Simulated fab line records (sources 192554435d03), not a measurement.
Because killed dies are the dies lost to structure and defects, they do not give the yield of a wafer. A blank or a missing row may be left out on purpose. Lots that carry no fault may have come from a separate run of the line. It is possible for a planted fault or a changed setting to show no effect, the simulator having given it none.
Struck lot and sound lot, side by side -- flow n5-finfet -- 14 steps out of a route of 1938
Sound: the wafers L670.2, L670.4, L670.5. Wafers struck: L679.1, L679.5, L679.6. Last of all comes the cause.
Each step with rows lists, per side, the tool, then ch with its chambers, then its first start. Under that, the readings that differ: sound wafers -- struck wafers -- difference of the means -- sigmas: that difference in standard deviations of wafers without a fault.
alike: readings whose means differ by less than 2 such deviations, and words and numbers that are the same on both sides. not compared: withheld readings, readings that some wafer has no value for, bounds like >300 that may hide the same value, and numbers for which the record gives no deviation and whose values overlap.
A row with sigmas, a row that says differs or no value, or rows on one side alone: a step with any of these is where the two part. Non-overlapping numbers with no deviation appear without sigmas and do not part them. A reading missing from all wafers of one side parts the sides only when that side holds two or more wafers.

N5_BEOL_M10_ETCH_62: etches SOC in N2/H2, target depth 110 nm, overetch 22 nm, time 165 s.
  sound on rie-diel-02 ch 1,2, day 12 08:23; struck on rie-diel-04 ch 1,2,3, day 14 08:35
  alike: bias-w, drypump-motor-current-A, oes-product-au, rf-vpp-V, showerhead-plenum-p-Torr, throttle-valve-pct
  not compared: rf-hours-counter-h
then, 1 step without rows for these wafers: N5_BEOL_M10_STRIP_68 (strips in N2/H2).
N5_BEOL_M10_STRIP_67: strips in CF4.
  sound on rie-diel-02 ch 1,2, day 12 08:32; struck on rie-diel-04 ch 1,2,3, day 14 08:43
  alike: drypump-motor-current-A, oes-product-au, rf-vpp-V, showerhead-plenum-p-Torr, throttle-valve-pct
  not compared: rf-hours-counter-h
N5_BEOL_M10_HM_OPEN_17: chemistry Cl2/BCl3, target TiN, target depth 20 nm, overetch 6 nm.
  sound on rie-metal-03 ch 0,1, day 12 08:34; struck on rie-metal-03 ch 0,1, day 14 08:46
  alike: bias-w, drypump-motor-current-A, oes-product-au, throttle-valve-pct
  not compared: rf-hours-counter-h
N5_BEOL_M10_STRIP_19: strips in O2.
  sound on rie-diel-04 ch 0,3, day 12 08:49; struck on rie-diel-02 ch 0,1,3, day 14 08:53
  alike: drypump-motor-current-A, oes-product-au, rf-vpp-V, showerhead-plenum-p-Torr, throttle-valve-pct
  not compared: rf-hours-counter-h
N5_BEOL_M10_CD_MEAS_18: pitch 140 nm, target cd 70 nm.
  sound: cd-sem-03 at day 12 08:53; struck: cd-sem-02 at day 14 08:57
  alike: cd-nm
then, 6 steps without rows for these wafers: N5_BEOL_M10_COAT_63 (time 60 s, resist thk 100 nm); N5_BEOL_M10_COAT_64 (time 60 s, resist thk 30 nm); N5_BEOL_M10_COAT_22 (resist thk 90 nm); N5_BEOL_M10_EBR_24; N5_BEOL_M10_SOFTBAKE_23 (time 60 s); N5_BEOL_M10_EXPOSE_25 (exposes mask V9).
N5_BEOL_M10_PEB_26: peb time 60 s.
  struck on litho-track-02, day 14 11:52; sound on litho-track-05 ch 0, day 12 10:17
  no value came back on the struck wafers for chill-plate-temp-C (C), exhaust-pa (Pa); on the sound wafers chill-plate-temp-C (C) reads 23.14 23.15 23.13
then, 1 step without rows for these wafers: N5_BEOL_M10_DEVELOP_27 (develop time 30 s).

## WHERE THEY PART
At N5_BEOL_M10_PEB_26 and nowhere else, as far as this record goes.

WHY: what had been put in by the simulator
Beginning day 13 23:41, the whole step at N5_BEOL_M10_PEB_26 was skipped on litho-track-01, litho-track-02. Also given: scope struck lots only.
